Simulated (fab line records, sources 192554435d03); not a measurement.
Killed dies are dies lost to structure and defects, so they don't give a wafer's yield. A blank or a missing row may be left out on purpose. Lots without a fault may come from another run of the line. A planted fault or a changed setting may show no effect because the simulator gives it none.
fab line records | flow n5_finfet
record lots=24 wafers=72 last_day=18
route steps=1938 shown BEOL_M15@1805 MIM_TOP_ETCH@1853 PASS1_CAP@1874
lots that met no fault: from a run of the same line without faults
start_h: hours from the record's first day to the start of the lot's first wafer shown | wait_h: hours since the lot's step before | " the same as in the row above | L1.1+2: a row that stands for several wafers | - no value, or no start given | * or withheld: withheld | < > ~ a bound
route shown NAME@n: a module of which the file shows steps, and the number in the route of the first | usual: mean/standard deviation of fault-free wafers | same: alike in all rows | chamber/n: place in a boat | sites: the reading at each site | _std_site: their standard deviation | _edge_site: outer sites' mean less inner sites' | radius_mm: how far each site lies from the wafer's centre | mask NAME#n: copy n | behind: the tool/chamber that last shaped the wafer | hold: why the lot was held/for how many hours/how that ended | device: the transistor (n, p or np) that didn't switch | end of line: the same wafers' tests at the end of the route | a step without rows: its recipe alone | killed: dies lost to structure and defects at the first sort, not the wafer's yield | map: a wafer's dies, x killed, . not, _ none there
set.NAME: the setting as run; set.NAME@STEP: as run at that earlier step | model.NAME: the simulator's own value behind a step, which no gauge read
steps of the route over a sample of lots; a table a step, a row a wafer
services: from which hour (start_h, from the record's first day; less than 0 if before it) a tool's chamber was out of use, for how many hours, and why
## steps
# step N5_BEOL_M15_OVL_MEAS_29
# recipe points_per_wafer=44
# usual M15_OVL=6/5.9
# columns lot.wafer tool chamber start_h wait_h M15_OVL[nm]
L074.1 overlay-01 0 269.81 0.0 8
L074.2 " 0 " " 5
L074.3 " 0 " " 2
L075.1 overlay-02 0 277.92 0.0 -5
L075.5 " 0 " " -13
L075.6 " 0 " " 1
L077.1 overlay-01 0 281.42 0.0 6
L077.5 " 0 " " 1
L077.6 " 0 " " 5
L076.1 overlay-01 0 288.64 0.0 9
L076.3 " 0 " " 10
L076.4 " 0 " " 1
L078.3 overlay-02 0 294.64 0.0 8
L078.4 " 0 " " 7
L078.6 " 0 " " 8
L080.1 overlay-01 0 297.28 0.0 5
L080.3 " 0 " " 6
L080.5 " 0 " " 7
L079.2 overlay-02 0 298.50 0.0 3
L079.3 " 0 " " 5
L079.4 " 0 " " 1
L081.1 overlay-02 0 311.82 0.0 -3
L081.4 " 0 " " 7
L081.6 " 0 " " 11
L083.2 overlay-01 0 325.88 0.0 10
L083.5 " 0 " " 1
L083.6 " 0 " " 14
L082.1 overlay-01 0 326.50 0.0 9
L082.4 " 0 " " 12
L082.5 " 0 " " 10
L084.1 overlay-01 0 343.26 0.0 20
L084.4 " 0 " " 9
L084.5 " 0 " " 19
L085.1 overlay-02 0 347.34 0.0 -2
L085.4 " 0 " " 9
L085.6 " 0 " " 7
L089.1 overlay-01 0 348.54 0.0 13
L089.2 " 0 " " 7
L089.4 " 0 " " 6
L086.1 overlay-02 0 353.19 0.0 10
L086.4 " 0 " " 6
L086.5 " 0 " " 9
L087.3 overlay-01 0 353.74 0.0 1
L087.4 " 0 " " 11
L087.6 " 0 " " 21
L088.1 overlay-02 0 356.05 0.0 7
L088.2 " 0 " " -10
L088.6 " 0 " " -10
L091.1 overlay-02 0 375.69 0.0 -2
L091.4 " 0 " " -5
L091.6 " 0 " " 4
L090.1 overlay-01 0 379.18 0.0 3
L090.2 " 0 " " 12
L090.3 " 0 " " 4
L092.1 overlay-02 0 379.51 0.0 1
L092.2 " 0 " " 10
L092.3 " 0 " " 5
L094.1 overlay-01 0 388.42 0.0 5
L094.4 " 0 " " 6
L094.6 " 0 " " 5
L093.3 overlay-01 0 406.79 0.0 7
L093.4 " 0 " " 3
L093.6 " 0 " " 0
L095.2 overlay-02 0 407.00 0.0 1
L095.3 " 0 " " 6
L095.6 " 0 " " 1
L096.1 overlay-02 0 412.30 0.0 2
L096.2 " 0 " " -3
L096.5 " 0 " " 5
L097.1 overlay-01 0 417.41 0.0 9
L097.4 " 0 " " 13
L097.6 " 0 " " 17
# step N5_BEOL_M15_INSPECT_30
# recipe mode=adi inspect_instrument=macro
# usual raw_defect_count=2/1.4
# columns lot.wafer tool chamber start_h wait_h raw_defect_count
L074.1 defect_inspect-01 - 269.83 0.0 0
L074.2 " - " " 2
L074.3 " - " " 3
L075.1 defect_inspect-01 - 277.94 0.0 0
L075.5 " - " " 2
L075.6 " - " " 1
L077.1 defect_inspect-01 - 281.44 0.0 1
L077.5 " - " " 0
L077.6 " - " " 2
L076.1 defect_inspect-02 - 288.67 0.0 4
L076.3 " - " " 3
L076.4 " - " " 1
L078.3 defect_inspect-02 - 294.67 0.0 1
L078.4 " - " " 0
L078.6 " - " " 2
L080.1 defect_inspect-01 - 297.31 0.0 1
L080.3 " - " " 3
L080.5 " - " " 1
L079.2 defect_inspect-02 - 298.52 0.0 5
L079.3 " - " " 1
L079.4 " - " " 3
L081.1 defect_inspect-01 - 311.84 0.0 2
L081.4 " - " " 5
L081.6 " - " " 3
L083.2 defect_inspect-01 - 325.90 0.0 3
L083.5 " - " " 1
L083.6 " - " " 2
L082.1 defect_inspect-02 - 326.52 0.0 3
L082.4 " - " " 2
L082.5 " - " " 1
L084.1 defect_inspect-02 - 343.29 0.0 0
L084.4 " - " " 2
L084.5 " - " " 2
L085.1 defect_inspect-01 - 347.37 0.0 1
L085.4 " - " " 4
L085.6 " - " " 1
L089.1 defect_inspect-02 - 348.56 0.0 3
L089.2 " - " " 1
L089.4 " - " " 2
L086.1 defect_inspect-01 - 353.22 0.0 1
L086.4 " - " " 1
L086.5 " - " " 0
L087.3 defect_inspect-02 - 353.76 0.0 2
L087.4 " - " " 4
L087.6 " - " " 0
L088.1 defect_inspect-02 - 356.07 0.0 6
L088.2 " - " " 1
L088.6 " - " " 3
L091.1 defect_inspect-02 - 375.72 0.0 4
L091.4 " - " " 4
L091.6 " - " " 1
L090.1 defect_inspect-02 - 379.20 0.0 4
L090.2 " - " " 1
L090.3 " - " " 4
L092.1 defect_inspect-02 - 379.77 0.3 2
L092.2 " - " " 1
L092.3 " - " " 2
L094.1 defect_inspect-02 - 388.44 0.0 3
L094.4 " - " " 0
L094.6 " - " " 4
L093.3 defect_inspect-01 - 406.81 0.0 0
L093.4 " - " " 2
L093.6 " - " " 2
L095.2 defect_inspect-01 - 407.03 0.0 1
L095.3 " - " " 4
L095.6 " - " " 2
L096.1 defect_inspect-01 - 412.32 0.0 3
L096.2 " - " " 1
L096.5 " - " " 1
L097.1 defect_inspect-01 - 417.43 0.0 2
L097.4 " - " " 2
L097.6 " - " " 3
# step N5_BEOL_M15_SPUTTER_43
# recipe material=TaN target_thk_a=150 temp_c=50 bias_v=168.6 power_w=15000 chamber_pressure_pa=0.12 time_s=24.19
# usual chamber_pressure_pa=0.12001/0.00025 throttle_valve_pct=30.0/1.1
# columns lot.wafer tool chamber start_h wait_h chamber_pressure_pa throttle_valve_pct
L074.1 pvd_sputter-03 - 271.34 0.0 0.11989 28.5
L074.2 " - " " 0.12007 31.3
L074.3 " - " " 0.12011 30.1
L075.1 pvd_sputter-03 - 279.07 0.0 0.12002 28.6
L075.5 " - " " 0.11976 31.2
L075.6 " - " " 0.11991 28.4
L077.1 pvd_sputter-03 - 283.75 0.0 0.11965 30.0
L077.5 " - " " 0.12008 30.5
L077.6 " - " " 0.11994 28.7
L076.1 pvd_sputter-02 - 290.32 0.0 0.12025 29.6
L076.3 " - " " 0.12005 31.1
L076.4 " - " " 0.12033 30.4
L078.3 pvd_sputter-01 - 302.84 0.0 0.12036 29.5
L078.4 " - " " 0.11972 29.8
L078.6 " - " " 0.12022 29.8
L080.1 pvd_sputter-02 - 302.87 0.0 0.12005 31.1
L080.3 " - " " 0.11958 30.8
L080.5 " - " " 0.12019 30.5
L079.2 pvd_sputter-02 - 303.19 0.0 0.11991 29.6
L079.3 " - " " 0.11987 28.3
L079.4 " - " " 0.1202 31.1
L081.1 pvd_sputter-01 - 313.11 0.0 0.12013 31.8
L081.4 " - " " 0.11961 29.8
L081.6 " - " " 0.11993 29.8
L083.2 pvd_sputter-02 - 329.87 0.0 0.12012 28.3
L083.5 " - " " 0.12004 28.2
L083.6 " - " " 0.12005 29.7
L082.1 pvd_sputter-01 - 332.17 0.0 0.11939 30.1
L082.4 " - " " 0.12009 29.7
L082.5 " - " " 0.11973 31.8
L084.1 pvd_sputter-02 - 344.32 0.0 0.12027 31.1
L084.4 " - " " 0.11955 29.6
L084.5 " - " " 0.12037 28.6
L085.1 pvd_sputter-03 - 348.57 0.0 0.11965 28.4
L085.4 " - " " 0.11985 30.5
L085.6 " - " " 0.11996 30.2
L089.1 pvd_sputter-01 - 349.60 0.0 0.11999 32.1
L089.2 " - " " 0.11996 29.8
L089.4 " - " " 0.12035 29.6
L086.1 pvd_sputter-02 - 354.52 0.0 0.12029 31.3
L086.4 " - " " 0.12036 30.4
L086.5 " - " " 0.12011 29.5
L087.3 pvd_sputter-02 - 357.64 0.0 0.12031 28.0
L087.4 " - " " 0.12017 29.7
L087.6 " - " " 0.11998 31.3
L088.1 pvd_sputter-01 - 357.65 0.0 0.1196 29.6
L088.2 " - " " 0.11985 29.8
L088.6 " - " " 0.11993 30.1
L090.1 pvd_sputter-02 - 384.10 0.0 0.11993 28.3
L090.2 " - " " 0.12015 29.3
L090.3 " - " " 0.12026 30.4
L091.1 pvd_sputter-03 - 397.29 0.0 0.12 30.4
L091.4 " - " " 0.12067 28.5
L091.6 " - " " 0.12047 28.4
L092.1 pvd_sputter-03 - 398.43 0.0 0.11984 28.6
L092.2 " - " " 0.11985 31.5
L092.3 " - " " 0.1198 30.2
L094.1 pvd_sputter-02 - 399.16 0.0 0.11976 29.3
L094.4 " - " " 0.12003 28.1
L094.6 " - " " 0.12004 30.6
L093.3 pvd_sputter-01 - 408.61 0.0 0.12031 29.7
L093.4 " - " " 0.1203 30.2
L093.6 " - " " 0.12042 31.9
L095.2 pvd_sputter-02 - 409.92 0.0 0.12014 30.9
L095.3 " - " " 0.12004 28.7
L095.6 " - " " 0.11971 28.3
L096.1 pvd_sputter-02 - 413.60 0.0 0.11995 31.0
L096.2 " - " " 0.11998 31.2
L096.5 " - " " 0.11996 31.5
L097.1 pvd_sputter-03 - 419.88 0.0 0.11998 28.4
L097.4 " - " " 0.12026 31.2
L097.6 " - " " 0.11987 30.6
# step N5_BEOL_M15_ANNEAL_48
# recipe temp_c=225 time_s=90 ambient=N2
# usual anneal_temp_c=224.98/0.17 wafer_temp_C_max=225.9/0.33
# columns lot.wafer tool chamber start_h wait_h anneal_temp_c wafer_temp_C_max
L074.1 rtp_anneal-02 0 271.86 0.2 225.01 226.1
L074.2 " 0 " " 224.85 226.2
L074.3 " 0 " " 224.90 226.3
L075.1 rtp_anneal-02 0 279.59 0.2 224.94 226.2
L075.5 " 0 " " 224.79 226.6
L075.6 " 0 " " 225.25 226.0
L077.1 rtp_anneal-02 0 284.51 0.4 224.69 225.9
L077.5 " 0 " " 224.89 226.0
L077.6 " 0 " " 224.90 226.2
L076.1 rtp_anneal-02 0 291.36 0.7 224.97 225.8
L076.3 " 0 " " 224.82 225.9
L076.4 " 0 " " 224.62 225.8
L078.3 rtp_anneal-01 0 303.45 0.2 225.17 225.8
L078.4 " 0 " " 224.49 225.8
L078.6 " 0 " " 224.63 226.1
L080.1 rtp_anneal-01 0 303.63 0.4 225.14 225.6
L080.3 " 0 " " 224.90 225.5
L080.5 " 0 " " 224.94 225.6
L079.2 rtp_anneal-01 0 304.22 0.7 225.22 225.8
L079.3 " 0 " " 225.17 225.5
L079.4 " 0 " " 225.12 225.7
L081.1 rtp_anneal-02 0 313.63 0.2 224.95 226.3
L081.4 " 0 " " 224.91 226.4
L081.6 " 0 " " 224.97 226.6
L083.2 rtp_anneal-01 0 330.49 0.3 225.30 225.7
L083.5 " 0 " " 225.08 225.6
L083.6 " 0 " " 225.20 225.7
L082.1 rtp_anneal-02 0 332.77 0.2 225.29 226.6
L082.4 " 0 " " 225.26 226.3
L082.5 " 0 " " 225.02 226.2
L084.1 rtp_anneal-02 0 344.95 0.3 224.81 225.9
L084.4 " 0 " " 224.86 226.0
L084.5 " 0 " " 225.02 225.9
L085.1 rtp_anneal-01 0 349.45 0.5 224.82 225.5
L085.4 " 0 " " 225.03 225.5
L085.6 " 0 " " 225.21 225.4
L089.1 rtp_anneal-01 0 350.89 0.9 224.92 225.6
L089.2 " 0 " " 224.60 225.9
L089.4 " 0 " " 224.83 225.7
L086.1 rtp_anneal-02 0 355.03 0.2 225.01 226.1
L086.4 " 0 " " 225.00 225.9
L086.5 " 0 " " 225.15 225.6
L088.1 rtp_anneal-01 0 358.17 0.2 225.08 225.3
L088.2 " 0 " " 224.90 225.4
L088.6 " 0 " " 225.14 225.6
L087.3 rtp_anneal-02 0 358.24 0.2 224.81 226.0
L087.4 " 0 " " 224.94 226.2
L087.6 " 0 " " 224.84 225.7
L090.1 rtp_anneal-01 0 384.62 0.2 224.62 225.8
L090.2 " 0 " " 224.96 225.9
L090.3 " 0 " " 224.97 225.9
L091.1 rtp_anneal-01 0 397.81 0.2 225.10 225.9
L091.4 " 0 " " 225.02 225.3
L091.6 " 0 " " 224.92 225.6
L092.1 rtp_anneal-02 0 399.02 0.2 224.90 226.0
L092.2 " 0 " " 225.12 226.1
L092.3 " 0 " " 224.98 225.8
L094.1 rtp_anneal-01 0 399.75 0.2 225.21 225.5
L094.4 " 0 " " 225.10 225.3
L094.6 " 0 " " 225.23 225.4
L093.3 rtp_anneal-02 0 409.22 0.2 225.06 226.1
L093.4 " 0 " " 225.00 226.4
L093.6 " 0 " " 225.20 226.2
L095.2 rtp_anneal-01 0 410.89 0.6 225.08 225.7
L095.3 " 0 " " 225.11 225.7
L095.6 " 0 " " 224.75 225.7
L096.1 rtp_anneal-02 0 414.12 0.2 225.33 226.2
L096.2 " 0 " " 225.10 225.9
L096.5 " 0 " " 225.02 225.8
L097.1 rtp_anneal-01 0 420.57 0.3 224.63 225.8
L097.4 " 0 " " 224.90 225.7
L097.6 " 0 " " 224.87 225.5
# step N5_MIM_TOP_ETCH_PECVD_03
# recipe material=SiNx target_thk_a=200 temp_c=400 precursor=SiH4/NH3/N2 pressure_torr=1.5 rf_w=300 time_s=17.6
# usual heater_power_w=770/100 showerhead_plenum_p_Torr=5.11/0.045 throttle_valve_pct=41.3/2.6
# columns lot.wafer tool chamber start_h wait_h heater_power_w showerhead_plenum_p_Torr throttle_valve_pct
L074.1 pecvd-02 0 277.78 - 668 5.06 45.4
L074.2 " 2 " " 664 5.12 40.1
L074.3 " 1 " " 735 5.06 41.5
L075.1 pecvd-02 1 284.49 - 762 5.05 41.5
L075.5 " 1 " " 750 5.07 41.7
L075.6 " 0 " " 749 5.06 45.4
L077.1 pecvd-01 1 288.35 - 769 5.20 40.8
L077.5 " 2 " " 1069 5.13 38.9
L077.6 " 1 " " 782 5.19 40.6
L076.1 pecvd-04 1 295.70 - 849 5.17 38.0
L076.3 " 0 " " 830 5.15 45.5
L076.4 " 0 " " 820 5.15 45.1
L078.3 pecvd-02 2 308.63 - 616 5.13 40.3
L078.4 " 0 " " 712 5.06 45.9
L078.6 " 1 " " 691 5.05 41.6
L080.1 pecvd-01 2 308.68 - 969 5.13 38.8
L080.3 " 0 " " 775 5.13 38.7
L080.5 " 0 " " 784 5.14 38.9
L079.2 pecvd-04 0 308.86 - 813 5.15 45.0
L079.3 " 1 " " 884 5.17 37.7
L079.4 " 2 " " 731 5.09 38.7
L081.1 pecvd-02 2 318.04 - 684 5.11 40.4
L081.4 " 0 " " 753 5.06 45.5
L081.6 " 2 " " 671 5.13 40.5
L083.2 pecvd-04 2 335.87 - 626 5.07 38.9
L083.5 " 1 " " 781 5.18 37.7
L083.6 " 2 " " 628 5.07 38.9
L082.1 pecvd-02 0 337.64 - 710 5.06 45.7
L082.4 " 2 " " 653 5.12 40.6
L082.5 " 0 " " 704 5.07 45.8
L084.1 pecvd-02 1 349.58 - 788 5.06 41.8
L084.4 " 2 " " 746 5.13 40.5
L084.5 " 0 " " 752 5.06 45.5
L085.1 pecvd-02 0 354.65 - 656 5.05 45.7
L085.4 " 2 " " 684 5.12 40.4
L085.6 " 1 " " 789 5.06 41.8
L089.1 pecvd-01 0 356.52 - 744 5.12 38.7
L089.2 " 2 " " 993 5.13 39.1
L089.4 " 2 " " 965 5.12 39.0
L086.1 pecvd-01 1 361.25 - 805 5.18 40.9
L086.4 " 2 " " 991 5.12 39.3
L086.5 " 1 " " 812 5.19 40.8
L087.3 pecvd-02 2 365.46 - 703 5.13 40.8
L087.4 " 1 " " 788 5.06 41.7
L087.6 " 2 " " 702 5.12 40.7
L088.1 pecvd-01 0 365.53 - 754 5.13 38.8
L088.2 " 2 " " 1019 5.12 39.4
L088.6 " 1 " " 713 5.19 40.7
L090.1 pecvd-02 1 393.58 - 657 5.07 41.6
L090.2 " 0 " " 735 5.06 45.7
L090.3 " 2 " " 648 5.13 40.8
L091.1 pecvd-01 1 403.58 - 810 5.19 40.8
L091.4 " 2 " " 1024 5.13 39.5
L091.6 " 1 " " 807 5.18 40.6
L092.1 pecvd-02 0 403.87 - 775 5.06 45.7
L092.2 " 2 " " 736 5.13 40.8
L092.3 " 1 " " 735 5.05 41.8
L094.1 pecvd-04 2 404.03 - 702 5.08 39.4
L094.4 " 2 " " 695 5.07 39.4
L094.6 " 0 " " 808 5.15 45.1
L093.3 pecvd-01 2 414.15 - 990 5.12 39.6
L093.4 " 0 " " 730 5.14 38.8
L093.6 " 2 " " 1003 5.12 39.7
L095.2 pecvd-04 1 417.53 - 962 5.16 36.4
L095.3 " 0 " " 764 5.16 45.1
L095.6 " 2 " " 715 5.08 39.7
L096.1 pecvd-04 1 420.34 - 956 5.16 36.5
L096.2 " 0 " " 699 5.15 45.3
L096.5 " 0 " " 698 5.15 45.1
L097.1 pecvd-02 0 428.03 - 762 5.05 45.5
L097.4 " 0 " " 797 5.06 45.8
L097.6 " 1 " " 763 5.08 41.4
# step N5_PASSIVATION_PECVD_01
# recipe material=SiNx target_thk_a=2000 temp_c=400 precursor=SiH4/NH3/N2 pressure_torr=4.9 rf_w=1406 time_s=43.2
# usual heater_power_w=414/94 showerhead_plenum_p_Torr=8.68/0.045 throttle_valve_pct=29.4/2.1
# columns lot.wafer tool chamber start_h wait_h heater_power_w showerhead_plenum_p_Torr throttle_valve_pct
L074.1 pecvd-03 2 279.25 0.0 418 8.69 26.7
L074.2 " 0 " " 498 8.71 28.4
L074.3 " 1 " " 537 8.72 31.3
L075.1 pecvd-01 0 286.08 0.0 367 8.65 28.5
L075.5 " 0 " " 382 8.70 28.3
L075.6 " 2 " " 500 8.65 28.6
L077.1 pecvd-03 2 290.22 0.0 372 8.71 26.7
L077.5 " 0 " " 454 8.70 28.6
L077.6 " 1 " " 507 8.74 31.4
L076.1 pecvd-01 0 297.10 0.0 396 8.66 28.2
L076.3 " 2 " " 670 8.66 28.5
L076.4 " 1 " " 393 8.73 30.0
L078.3 pecvd-03 2 310.27 0.0 394 8.70 26.8
L078.4 " 1 " " 434 8.72 31.3
L078.6 " 2 " " 390 8.71 26.9
L080.1 pecvd-01 1 310.34 0.0 399 8.72 29.8
L080.3 " 2 " " 649 8.65 28.7
L080.5 " 2 " " 667 8.65 28.7
L079.2 pecvd-03 0 310.38 0.0 460 8.74 28.8
L079.3 " 2 " " 412 8.70 26.8
L079.4 " 1 " " 430 8.73 31.4
L081.1 pecvd-01 0 319.53 0.0 271 8.67 28.3
L081.4 " 1 " " 427 8.71 29.9
L081.6 " 0 " " 287 8.67 28.1
L083.2 pecvd-04 1 337.48 0.0 468 8.69 27.6
L083.5 " 2 " " 252 8.63 28.8
L083.6 " 0 " " 391 8.68 32.8
L082.1 pecvd-04 0 339.47 0.0 297 8.68 33.1
L082.4 " 2 " " 327 8.58 28.4
L082.5 " 0 " " 324 8.68 32.9
L084.1 pecvd-04 2 351.14 0.0 353 8.59 28.4
L084.4 " 0 " " 382 8.70 32.9
L084.5 " 2 " " 357 8.60 28.6
L085.1 pecvd-04 0 356.15 0.0 439 8.69 32.9
L085.4 " 1 " " 408 8.70 27.8
L085.6 " 0 " " 287 8.69 32.9
L089.1 pecvd-04 1 358.05 0.0 522 8.70 27.7
L089.2 " 0 " " 453 8.70 32.9
L089.4 " 0 " " 300 8.69 33.0
L086.1 pecvd-03 0 362.61 0.0 484 8.70 28.8
L086.4 " 0 " " 499 8.69 28.8
L086.5 " 2 " " 420 8.68 26.8
L087.3 pecvd-04 0 367.15 0.0 390 8.69 33.0
L087.4 " 1 " " 452 8.71 27.8
L087.6 " 2 " " 349 8.62 28.5
L088.1 pecvd-03 2 367.26 0.0 423 8.70 26.8
L088.2 " 1 " " 511 8.74 31.3
L088.6 " 2 " " 281 8.69 27.0
L090.1 pecvd-04 0 394.97 0.0 400 8.70 33.1
L090.2 " 2 " " 263 8.61 28.5
L090.3 " 0 " " 410 8.66 33.3
L091.1 pecvd-04 0 404.97 0.0 401 8.67 33.0
L091.4 " 0 " " 407 8.71 32.9
L091.6 " 2 " " 355 8.62 28.7
L092.1 pecvd-03 0 405.52 0.0 452 8.71 28.9
L092.2 " 1 " " 488 8.73 31.3
L092.3 " 2 " " 428 8.70 27.0
L094.1 pecvd-04 0 407.04 0.0 424 8.69 32.9
L094.4 " 2 " " 340 8.60 28.5
L094.6 " 2 " " 352 8.60 29.0
L093.3 pecvd-04 0 415.64 0.0 415 8.69 32.7
L093.4 " 0 " " 415 8.68 33.1
L093.6 " 2 " " 238 8.59 28.8
L095.2 pecvd-03 1 419.01 0.0 400 8.71 31.4
L095.3 " 2 " " 424 8.68 26.9
L095.6 " 0 " " 436 8.69 28.8
L096.1 pecvd-04 0 421.80 0.0 413 8.68 33.0
L096.2 " 2 " " 348 8.59 28.8
L096.5 " 2 " " 348 8.61 28.9
L097.1 pecvd-04 0 429.39 0.0 417 8.69 32.8
L097.4 " 1 " " 449 8.68 26.5
L097.6 " 2 " " 218 8.62 28.8
## services
# columns tool chamber start_h hours kind
pecvd-03 - 259.47 5.5 pm
pvd_sputter-03 - 271.86 1.3 repair
pecvd-04 - 300.67 1.8 repair
pecvd-01 0 320.20 12.9 repair
pecvd-03 0 333.37 5.5 scheduled_down
pecvd-03 0 347.29 2.1 scheduled_down
pecvd-04 - 377.59 1.2 repair
pecvd-04 1 383.62 - clean
pecvd-04 1 383.62 - consumable_replace:showerhead
pecvd-04 1 383.62 29.0 scheduled_down
pecvd-04 1 383.62 29.0 vent_cycle
pecvd-02 0 411.65 5.0 scheduled_down
pecvd-02 1 414.61 3.3 repair
pvd_sputter-02 - 416.81 10.6 repair
pecvd-01 1 423.26 2.1 scheduled_down
## key
fault none
